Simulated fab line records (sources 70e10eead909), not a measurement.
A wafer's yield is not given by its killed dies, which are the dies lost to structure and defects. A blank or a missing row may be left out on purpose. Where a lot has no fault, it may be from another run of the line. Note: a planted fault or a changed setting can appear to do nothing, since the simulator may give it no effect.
fab line records | flow nand-harc
record lots=5 | wafers=15 | last-day=24
route steps=1159 shown P_ZERO_WELL@14 END@1159
lots that met no fault: from a run of the same line without faults
start-h: hours from the record's first day to the start of the lot's first wafer shown | wait-h: hours elapsed since this lot's preceding step | " the same as in the row above | L1.1+2: one row covering several wafers at once | - either no value or no given start | * or withheld: withheld | < > ~ a bound
route shown NAME@n: NAME is a module with steps in the file, n the number in the route of the first one | usual: mean/standard deviation of fault-free wafers | same: alike in all rows | chamber/n: place in a boat | sites: readings site by site | _std_site: standard deviation across them | _edge_site: outer sites' mean less inner sites' | radius-mm: for every site, how far away it sits from the centre of the wafer | mask NAME#n: copy n | behind: the last tool/chamber to shape the wafer | hold: reason for holding the lot/hours on hold/outcome of the hold | device: which transistor (n, p or np) failed to switch | end of line: the tests these same wafers got at the end of their route | step lacking rows: just its recipe | killed: at the first sort, the dies lost to defects and structure; wafer yield is something else | map: a wafer's dies, marking killed ones x, the rest . and places with no die _
set.NAME: the setting the step ran with; set.NAME@STEP: the setting that earlier step ran with | model.NAME: the simulator's own value behind a step, which no gauge read
lots at selected steps of the route; one table per step, one row per wafer
services: the hour from which a tool's chamber was out of use, counted from the record's first day as start-h (under 0 if before that day), plus the number of hours and why
## steps
# step NHARC_P_ZERO_WELL_CD_MEAS_11
# recipe target-cd-nm=500 | landing-energy-ev=500
# usual cd-nm=499.3/1.7
lot.wafer | tool      | chamber | start-h | wait-h | cd-nm
L634.3    | cd-sem-02 | 0       | 73.25   | -      | 497.8
L634.5    | "         | 0       | "       | "      | 500.0
L634.6    | "         | 0       | "       | "      | 500.8
L635.2    | cd-sem-03 | 0       | 79.12   | -      | 498.8
L635.4    | "         | 0       | "       | "      | 499.5
L635.6    | "         | 0       | "       | "      | 501.3
L637.1    | cd-sem-01 | 0       | 91.24   | -      | 501.5
L637.2    | "         | 0       | "       | "      | 502.3
L637.3    | "         | 0       | "       | "      | 504.2
L645.1    | cd-sem-02 | 0       | 139.24  | -      | 499.0
L645.3    | "         | 0       | "       | "      | 498.7
L645.5    | "         | 0       | "       | "      | 497.5
L647.4    | cd-sem-02 | 0       | 151.24  | -      | 500.2
L647.5    | "         | 0       | "       | "      | 499.1
L647.6    | "         | 0       | "       | "      | 500.9
# step NHARC_P_ZERO_WELL_HARDBAKE_12
# recipe temp-c=118 | time-s=65
# step NHARC_P_ZERO_WELL_DESCUM_13
# recipe time-s=3 | o2-flow-sccm=200 | ar-flow-sccm=0 | bias-power-w=0 | chemistry=O2
# usual drypump-motor-current-A=5.87/0.3 | oes-product-au=1.001/0.0087 | rf-vpp-V=57.8/0.85 | showerhead-plenum-p-Torr=1.94/0.054 | throttle-valve-pct=11.312/0.0097
# same time-s=3
lot.wafer | tool        | chamber | start-h | wait-h | drypump-motor-current-A | oes-product-au | rf-hours-counter-h | rf-vpp-V | showerhead-plenum-p-Torr | throttle-valve-pct
L634.3    | rie-diel-06 | 3       | 73.43   | -      | 5.89                    | 1.000          | 0                  | 59.2     | 1.87                     | 11.306
L634.6    | "           | 0       | "       | "      | 6.18                    | 0.999          | -                  | 57.9     | 1.90                     | 11.321
L634.5    | "           | 1       | "       | "      | 5.91                    | 0.994          | -                  | 58.8     | 1.92                     | 11.289
L635.4    | rie-diel-07 | 1       | 79.29   | -      | 5.39                    | 1.002          | 1                  | 57.9     | 2.02                     | 11.295
L635.2    | "           | 2       | "       | "      | 5.77                    | 0.997          | 1                  | 57.5     | 1.99                     | 11.313
L635.6    | "           | 0       | "       | "      | 6.42                    | 1.001          | -                  | 57.6     | 1.92                     | 11.304
L637.3    | rie-diel-06 | 1       | 91.40   | -      | 5.88                    | 0.996          | 1                  | 56.8     | 1.92                     | 11.321
L637.2    | "           | 2       | "       | "      | 5.87                    | 1.009          | 1                  | 57.9     | 1.93                     | 11.316
L637.1    | "           | 3       | "       | "      | 5.90                    | 0.996          | 1                  | 56.2     | 1.86                     | 11.302
L645.1    | rie-diel-06 | 1       | 139.40  | -      | 5.91                    | 0.997          | 6                  | 56.9     | 1.92                     | 11.306
L645.3    | "           | 2       | "       | "      | 5.86                    | 1.004          | 7                  | 58.6     | 1.93                     | 11.306
L645.5    | "           | 1       | "       | "      | 5.89                    | 1.004          | -                  | 57.8     | 1.92                     | 11.300
L647.4    | rie-diel-07 | 0       | 151.39  | -      | 6.43                    | 1.019          | 6                  | 57.4     | 1.92                     | 11.314
L647.5    | "           | 3       | "       | "      | 5.41                    | 1.012          | -                  | 57.8     | 1.97                     | 11.305
L647.6    | "           | 0       | "       | "      | 6.43                    | 1.011          | -                  | 58.3     | 1.92                     | 11.304
# step NHARC_P_ZERO_WELL_ETCH_65
# recipe target-depth-a=800 | overetch-a=240 | time-s=87.88 | ion-energy-ev=200 | n2-flow-sccm=150 | h2-flow-sccm=150 | ar-flow-sccm=0 | rf-w=400 | bias-w=150 | chemistry=N2/H2
# usual bias-w=150.0/0.47 | drypump-motor-current-A=5.87/0.29 | oes-product-au=1.002/0.0099 | rf-fwd-power-W=397.0/1.5 | rf-vpp-V=431.3/1.8 | showerhead-plenum-p-Torr=2.07/0.061 | throttle-valve-pct=14.171/0.0084
# same time-s=87.88
lot.wafer | tool        | chamber | start-h | wait-h | bias-w | drypump-motor-current-A | oes-product-au | rf-fwd-power-W | rf-hours-counter-h | rf-vpp-V | showerhead-plenum-p-Torr | throttle-valve-pct
L634.3    | rie-diel-06 | 0       | 73.50   | 0.1    | 149.6  | 6.20                    | 0.999          | 397.6          | 0                  | 430.4    | 2.02                     | 14.169
L634.5    | "           | 2       | "       | "      | 150.0  | 5.88                    | 1.009          | 396.3          | -                  | 430.9    | 2.06                     | 14.177
L634.6    | "           | 3       | "       | "      | 150.0  | 5.90                    | 0.999          | 395.4          | -                  | 429.7    | 1.99                     | 14.167
L635.2    | rie-diel-07 | 2       | 79.36   | 0.1    | 150.6  | 5.80                    | 0.989          | 395.3          | 1                  | 432.9    | 2.12                     | 14.163
L635.4    | "           | 3       | "       | "      | 149.9  | 5.41                    | 0.995          | 397.3          | 1                  | 432.3    | 2.10                     | 14.179
L635.6    | "           | 3       | "       | "      | 149.4  | 5.44                    | 0.988          | 396.1          | -                  | 432.2    | 2.10                     | 14.175
L637.1    | rie-diel-06 | 3       | 91.50   | 0.1    | 150.2  | 5.89                    | 0.995          | 396.8          | 2                  | 428.8    | 1.99                     | 14.169
L637.3    | "           | 1       | "       | "      | 150.2  | 5.88                    | 1.001          | 398.1          | 1                  | 429.6    | 2.05                     | 14.167
L637.2    | "           | 2       | "       | "      | 150.2  | 5.87                    | 1.013          | 398.4          | 1                  | 431.3    | 2.06                     | 14.168
L645.3    | rie-diel-06 | 2       | 139.49  | 0.1    | 150.4  | 5.85                    | 1.013          | 396.4          | 7                  | 432.6    | 2.05                     | 14.167
L645.1    | "           | 3       | "       | "      | 150.6  | 5.88                    | 1.017          | 393.8          | 6                  | 429.2    | 1.99                     | 14.175
L645.5    | "           | 2       | "       | "      | 149.9  | 5.86                    | 1.006          | 397.4          | -                  | 433.0    | 2.05                     | 14.171
L647.4    | rie-diel-07 | 2       | 151.47  | 0.1    | 150.5  | 5.82                    | 1.003          | 393.9          | 5                  | 432.2    | 2.12                     | 14.176
L647.6    | "           | 2       | "       | "      | 150.6  | 5.82                    | 0.996          | 395.5          | -                  | 433.2    | 2.12                     | 14.173
L647.5    | "           | 3       | "       | "      | 150.2  | 5.43                    | 1.005          | 398.7          | -                  | 432.3    | 2.10                     | 14.170
# step NHARC_P_ZERO_WELL_ETCH_62
# recipe target-depth-a=130 | time-s=6.5 | chf3-flow-sccm=50 | ar-flow-sccm=200 | rf-w=500 | bias-w=200 | chemistry=CHF3/Ar
# usual bias-w=199.9/0.6 | drypump-motor-current-A=5.88/0.3 | oes-product-au=0.973/0.011 | rf-fwd-power-W=488.4/2.2 | rf-vpp-V=371.2/1.6 | showerhead-plenum-p-Torr=2.37/0.064 | throttle-valve-pct=20.217/0.0087
# same time-s=6.5
lot.wafer | tool        | chamber | start-h | wait-h | bias-w | drypump-motor-current-A | oes-product-au | rf-fwd-power-W | rf-hours-counter-h | rf-vpp-V | showerhead-plenum-p-Torr | throttle-valve-pct
L634.3    | rie-diel-06 | 3       | -       | -      | 200.9  | 5.91                    | 0.979          | 486.7          | 0                  | 370.5    | 2.29                     | 20.221
L634.6    | "           | 1       | "       | "      | 199.8  | 5.88                    | 0.958          | 486.0          | -                  | 370.1    | 2.35                     | 20.236
L634.5    | "           | 2       | "       | "      | 200.5  | 5.86                    | 0.986          | 490.7          | -                  | 370.1    | 2.36                     | 20.226
L635.4    | rie-diel-07 | 3       | -       | -      | 199.8  | 5.39                    | 0.958          | 486.8          | 1                  | 373.0    | 2.41                     | 20.209
L635.2    | "           | 2       | "       | "      | 200.2  | 5.77                    | 0.968          | 487.0          | 1                  | 374.2    | 2.43                     | 20.215
L635.6    | "           | 3       | "       | "      | 200.1  | 5.39                    | 0.956          | 487.4          | -                  | 371.7    | 2.41                     | 20.218
L637.1    | rie-diel-06 | 1       | -       | -      | 199.0  | 5.89                    | 0.969          | 486.8          | 1                  | 370.3    | 2.35                     | 20.214
L637.2    | "           | 2       | "       | "      | 199.9  | 5.86                    | 0.974          | 488.8          | 1                  | 372.0    | 2.36                     | 20.223
L637.3    | "           | 3       | "       | "      | 199.7  | 5.91                    | 0.965          | 485.5          | 2                  | 368.0    | 2.29                     | 20.232
L645.3    | rie-diel-06 | 0       | -       | -      | 200.3  | 6.19                    | 0.977          | 488.7          | 5                  | 370.6    | 2.32                     | 20.208
L645.1    | "           | 1       | "       | "      | 200.2  | 5.90                    | 0.962          | 488.9          | 6                  | 371.7    | 2.35                     | 20.209
L645.5    | "           | 3       | "       | "      | 200.6  | 5.88                    | 0.993          | 490.2          | -                  | 369.4    | 2.29                     | 20.228
L647.4    | rie-diel-07 | 1       | -       | -      | 199.4  | 5.39                    | 0.967          | 494.7          | 5                  | 373.7    | 2.47                     | 20.222
L647.5    | "           | 1       | "       | "      | 199.8  | 5.39                    | 0.985          | 492.4          | -                  | 374.4    | 2.47                     | 20.213
L647.6    | "           | 2       | "       | "      | 201.4  | 5.78                    | 0.971          | 484.5          | -                  | 374.1    | 2.43                     | 20.207
# step NHARC_P_ZERO_WELL_ETCH_63
# recipe target-depth-a=1200 | time-s=40.1 | hbr-flow-sccm=150 | cl2-flow-sccm=50 | rf-w=400 | icp-w=400 | bias-w=100 | chemistry=HBr/Cl2
# usual bias-w=100.0/0.31 | drypump-motor-current-A=5.9/0.35 | hbr-flow-sccm=150.0/0.45 | oes-product-au=0.999/0.0099 | rf-fwd-power-W=395.7/1.6 | throttle-valve-pct=26.405/0.0096
# same time-s=40.1
lot.wafer | tool      | chamber | start-h | wait-h | bias-w | drypump-motor-current-A | hbr-flow-sccm | oes-product-au | rf-fwd-power-W | rf-hours-counter-h | throttle-valve-pct
L634.3    | rie-si-02 | 3       | 73.68   | -      | 100.1  | 6.5                     | 150.1         | 0.992          | 397.1          | 0.4                | 26.392
L634.5    | "         | 2       | "       | "      | 100.0  | 6.1                     | 150.3         | 0.988          | 394.5          | -                  | 26.396
L634.6    | "         | 1       | "       | "      | 100.7  | 5.5                     | 149.7         | 1.005          | 395.4          | -                  | 26.396
L635.2    | rie-si-03 | 1       | 79.53   | -      | 99.8   | 6.1                     | 150.4         | 0.999          | 396.8          | 1.0                | 26.403
L635.4    | "         | 3       | "       | "      | 100.0  | 6.5                     | 150.4         | 0.983          | 394.9          | 1.0                | 26.402
L635.6    | "         | 1       | "       | "      | 100.1  | 6.1                     | 150.1         | 1.009          | 396.3          | -                  | 26.414
L637.3    | rie-si-03 | 3       | 91.69   | -      | 100.2  | 6.5                     | 150.4         | 0.992          | 397.3          | 1.1                | 26.406
L637.2    | "         | 0       | "       | "      | 100.2  | 6.0                     | 149.6         | 0.996          | 394.5          | 0.9                | 26.414
L637.1    | "         | 2       | "       | "      | 99.6   | 6.1                     | 150.1         | 0.996          | 397.9          | 1.3                | 26.402
L645.1    | rie-si-04 | 2       | 139.69  | -      | 100.0  | 5.7                     | 149.0         | 1.014          | 397.3          | 0.2                | 26.415
L645.3    | "         | 3       | "       | "      | 99.9   | 5.7                     | 149.1         | 1.012          | 396.0          | 0.3                | 26.405
L645.5    | "         | 1       | "       | "      | 99.9   | 5.5                     | 150.0         | 0.994          | 395.4          | -                  | 26.389
L647.4    | rie-si-02 | 2       | 151.67  | -      | 99.7   | 6.1                     | 149.6         | 0.999          | 393.7          | 1.2                | 26.395
L647.6    | "         | 0       | "       | "      | 100.3  | 5.6                     | 150.2         | 0.997          | 395.7          | -                  | 26.404
L647.5    | "         | 1       | "       | "      | 100.2  | 5.5                     | 150.3         | 1.008          | 398.4          | -                  | 26.392
# step NHARC_P_ZERO_WELL_STRIP_15
# recipe time-s=900 | temp-c=130 | chemistry=SPM
# step NHARC_P_ZERO_WELL_DEHYDRATE_16
# recipe temp-c=150 | time-s=120
# step NHARC_P_ZERO_WELL_HMDS_17
# recipe time-s=30
# step NHARC_P_ZERO_WELL_COAT_18
# recipe spin-rpm=withheld
# step NHARC_P_ZERO_WELL_SOFTBAKE_19
# recipe temp-c=122 | time-s=95
# step NHARC_P_ZERO_WELL_EBR_20
# step NHARC_P_ZERO_WELL_EXPOSE_21
# recipe na=0.6 | target-cd-nm=720 | dose-mj=22.31 | mask-id=P_NWELL
lot.wafer  | tool           | chamber | start-h | wait-h | mask
L634.3+5+6 | krf-scanner-02 | 0       | 74.47   | -      | P_NWELL#0
L635.2+4+6 | krf-scanner-03 | 0       | 80.31   | -      | P_NWELL#0
L637.1+2+3 | krf-scanner-02 | 0       | 92.46   | -      | P_NWELL_R1#0
L645.1+3+5 | krf-scanner-03 | 0       | 140.43  | -      | P_NWELL#0
L647.4+5+6 | krf-scanner-04 | 0       | 152.43  | -      | P_NWELL#0
# step NHARC_P_ZERO_WELL_PEB_22
# recipe peb-temp-c=118 | peb-time-s=85
# step NHARC_P_ZERO_WELL_DEVELOP_23
# recipe time-s=70
# step NHARC_P_ZERO_WELL_CD_MEAS_24
# recipe target-cd-nm=720 | landing-energy-ev=500
# usual cd-nm=720.6/1.7
lot.wafer | tool      | chamber | start-h | wait-h | cd-nm
L634.3    | cd-sem-01 | 0       | 74.62   | -      | 718.2
L634.5    | "         | 0       | "       | "      | 720.4
L634.6    | "         | 0       | "       | "      | 723.9
L635.2    | cd-sem-02 | 0       | 80.46   | -      | 718.6
L635.4    | "         | 0       | "       | "      | 722.4
L635.6    | "         | 0       | "       | "      | 721.5
L637.1    | cd-sem-03 | 0       | 92.62   | -      | 691.8
L637.2    | "         | 0       | "       | "      | 692.7
L637.3    | "         | 0       | "       | "      | 694.1
L645.1    | cd-sem-03 | 0       | 140.59  | -      | 719.6
L645.3    | "         | 0       | "       | "      | 721.6
L645.5    | "         | 0       | "       | "      | 721.6
L647.4    | cd-sem-03 | 0       | 152.58  | -      | 721.4
L647.5    | "         | 0       | "       | "      | 722.9
L647.6    | "         | 0       | "       | "      | 720.4
# step NHARC_P_ZERO_WELL_HARDBAKE_25
# recipe temp-c=125 | time-s=80
# step NHARC_P_ZERO_WELL_DESCUM_26
# recipe time-s=3 | o2-flow-sccm=200 | ar-flow-sccm=0 | bias-power-w=0 | chemistry=O2
# usual drypump-motor-current-A=5.8/0.32 | oes-product-au=1.001/0.0095 | rf-vpp-V=57.9/0.84 | showerhead-plenum-p-Torr=1.95/0.056 | throttle-valve-pct=11.312/0.01
# same time-s=3
lot.wafer | tool        | chamber | start-h | wait-h | drypump-motor-current-A | oes-product-au | rf-hours-counter-h | rf-vpp-V | showerhead-plenum-p-Torr | throttle-valve-pct | model.P_ZERO_WELL.cd-nm
L634.3    | rie-diel-07 | 1       | 74.78   | -      | 5.4                     | 1.009          | 1                  | 58.1     | 2.02                     | 11.301             | 718.4
L634.6    | "           | 1       | "       | "      | 5.4                     | 1.003          | -                  | 58.5     | 2.02                     | 11.329             | 723.6
L634.5    | "           | 3       | "       | "      | 5.4                     | 1.006          | -                  | 57.9     | 1.97                     | 11.310             | 719.7
L635.4    | rie-diel-07 | 0       | 80.62   | -      | 6.4                     | 0.999          | 1                  | 56.5     | 1.92                     | 11.304             | 722
L635.2    | "           | 3       | "       | "      | 5.4                     | 1.000          | 1                  | 57.7     | 1.97                     | 11.320             | 717.9
L635.6    | "           | 0       | "       | "      | 6.4                     | 0.998          | -                  | 57.8     | 1.92                     | 11.295             | 721.2
L637.3    | rie-diel-06 | 2       | 92.78   | -      | 5.9                     | 1.013          | 1                  | 58.5     | 1.93                     | 11.316             | 694.5
L637.2    | "           | 3       | "       | "      | 5.9                     | 1.000          | 2                  | 57.7     | 1.86                     | 11.289             | 692.4
L637.1    | "           | 1       | "       | "      | 5.9                     | 1.018          | 1                  | 58.6     | 1.92                     | 11.305             | 691.8
L645.3    | rie-diel-07 | 3       | 140.78  | -      | 5.4                     | 1.001          | 4                  | 57.5     | 1.97                     | 11.325             | 721
L645.1    | "           | 0       | "       | "      | 6.4                     | 1.016          | 4                  | 58.0     | 1.92                     | 11.328             | 719.4
L645.5    | "           | 2       | "       | "      | 5.8                     | 0.997          | -                  | 57.2     | 1.99                     | 11.298             | 721.1
L647.4    | rie-diel-06 | 2       | 152.75  | -      | 5.8                     | 1.003          | 7                  | 57.5     | 1.93                     | 11.304             | 721.2
L647.5    | "           | 1       | "       | "      | 5.9                     | 1.002          | -                  | 59.6     | 1.92                     | 11.319             | 722.6
L647.6    | "           | 2       | "       | "      | 5.9                     | 1.007          | -                  | 57.3     | 1.93                     | 11.305             | 719.9
# step NHARC_P_ZERO_WELL_IMPLANT_27
# recipe energy-kev=600 | dose-cm2=1e+13 | tilt-deg=7
# step NHARC_END_SORT_01
# recipe temp-c=25
# usual killed-at-array=29/9.4 | killed-at-other=0.7/1.3 | killed-at-periphery=2.9/2.1 | killed-dies=32/9 | killed-open=3.3/1.8 | killed-short=1.9/1.4
# same gross-dies=677
lot.wafer | tool      | chamber | start-h | wait-h | killed-at-array | killed-at-other | killed-at-periphery | killed-dies | killed-open | killed-short
L634.3    | prober-01 | 0       | 504.84  | 3.1    | 21              | 0               | 6                   | 27          | 2           | 0
L634.5    | prober-01 | 0       | 506.43  | 3.7    | 34              | 0               | 5                   | 39          | 4           | 0
L634.6    | prober-01 | 0       | 507.23  | 4.0    | 27              | 0               | 6                   | 33          | 4           | 4
L635.2    | prober-02 | 0       | 520.32  | 2.8    | 33              | 0               | 0                   | 33          | 1           | 1
L635.4    | prober-02 | 0       | 521.92  | 3.4    | 30              | 0               | 2                   | 32          | 2           | 1
# killed by level:class
L634.3 A_SLIT:chamber-film-flake=9 A_CHANNEL_HOLE_D1:chamber-film-flake=6 P_ZERO_WELL:chamber-film-flake=3 P_STI:chamber-film-flake=2 A_ZERO_WELL:chamber-film-flake=2 P_GATE:geometric-particle:open=1 A_WL_FILL:geometric-particle:open=1 A_STAIRCASE:chamber-film-flake=1
L634.5 A_SLIT:chamber-film-flake=15 A_SGD_CUT:chamber-film-flake=9 A_ONON_D1:geometric-particle:open=3 P_ZERO_WELL:chamber-film-flake=3 A_STAIRCASE:chamber-film-flake=3 A_CHANNEL_HOLE_D1:chamber-film-flake=2 P_GATE:geometric-particle:open=1 P_GATE:chamber-film-flake=1
L634.6 A_SLIT:chamber-film-flake=15 A_SGD_CUT:chamber-film-flake=3 A_WL_FILL:geometric-particle:short=2 P_ZERO_WELL:chamber-film-flake=2 P_M0:geometric-particle:open=1 A_ONON_D1:geometric-particle:short=1 A_ONON_D1:geometric-particle:open=1 A_SGD_CUT:geometric-particle:short=1
L635.2 A_CHANNEL_HOLE_D1:chamber-film-flake=17 A_SLIT:chamber-film-flake=12 A_CHANNEL_FILL_D1:chamber-film-flake=2 A_SOURCE_PLATE:geometric-particle:short=1 A_ONON_D1:geometric-particle:open=1
L635.4 A_SLIT:chamber-film-flake=14 A_CHANNEL_HOLE_D1:chamber-film-flake=10 A_CHANNEL_FILL_D1:chamber-film-flake=2 A_WL_FILL:chamber-film-flake=2 P_CONTACT:geometric-particle:open=1 P_M2:geometric-particle:open=1 A_WL_FILL:geometric-particle:short=1 A_CONTACT:chamber-film-flake=1
## services
tool           | chamber | start-h | hours | kind
rie-diel-07    | -       | 51.20   | 9.0   | pm
krf-scanner-04 | -       | 53.65   | 0.9   | repair
rie-si-02      | 0       | 60.27   | 13.7  | repair
rie-diel-06    | -       | 64.20   | 9.0   | pm
rie-diel-06    | 0       | 64.20   | 9.0   | vent-cycle
rie-diel-06    | 1       | 64.20   | 9.0   | vent-cycle
rie-diel-06    | 2       | 64.20   | 9.0   | vent-cycle
rie-diel-06    | 3       | 64.20   | 9.0   | vent-cycle
rie-diel-07    | 0       | 68.44   | 7.0   | repair
rie-diel-06    | 0       | 73.20   | -     | clean
rie-diel-06    | 1       | 73.20   | -     | clean
rie-diel-06    | 2       | 73.20   | -     | clean
rie-diel-06    | 3       | 73.20   | -     | clean
rie-diel-06    | 0       | 89.64   | 9.4   | repair
rie-si-02      | -       | 95.19   | 7.2   | repair
rie-diel-07    | 3       | 95.64   | 9.9   | repair
rie-diel-06    | 1       | 97.70   | -     | clean
rie-diel-06    | 2       | 97.70   | -     | clean
rie-diel-06    | 3       | 97.70   | -     | clean
rie-si-04      | -       | 99.00   | 9.0   | pm
krf-scanner-03 | -       | 100.26  | 0.5   | repair
krf-scanner-02 | -       | 107.01  | 2.9   | repair
krf-scanner-04 | -       | 111.07  | 21.8  | repair
krf-scanner-04 | -       | 141.17  | 3.5   | repair
## key
first-sign step=NHARC_P_ZERO_WELL_EXPOSE_21 | reading=mask | direction=changed
effect step=NHARC_P_ZERO_WELL_CD_MEAS_24 | reading=cd-nm | direction=down | sigmas=17 | usual=720.6 | struck=692.9
model-effect step=NHARC_P_ZERO_WELL_DESCUM_26 | value=P_ZERO_WELL.cd-nm | without=719.9 | struck=692.9
met-at NHARC_P_ZERO_WELL_EXPOSE_21
struck-wafers L637.1,L637.2,L637.3
tester-left-out L637
onset-between 74.47 92.46
fault kind=wrong-mask | tool=any | chamber=- | onset-h=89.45 | steps=NHARC_P_ZERO_WELL_EXPOSE_21 | aux-copy=P_NWELL_R1#0 | cd-offset-nm=-26.974 | scope=struck-lots-only
# tester-left-out: of these lots the tester's yield and bins aren't shown, on N5 and GAA mostly nor the transistor test; their killed dies are dies lost to structure and defects alone, not to doping, threshold or leakage, so they don't give the yield
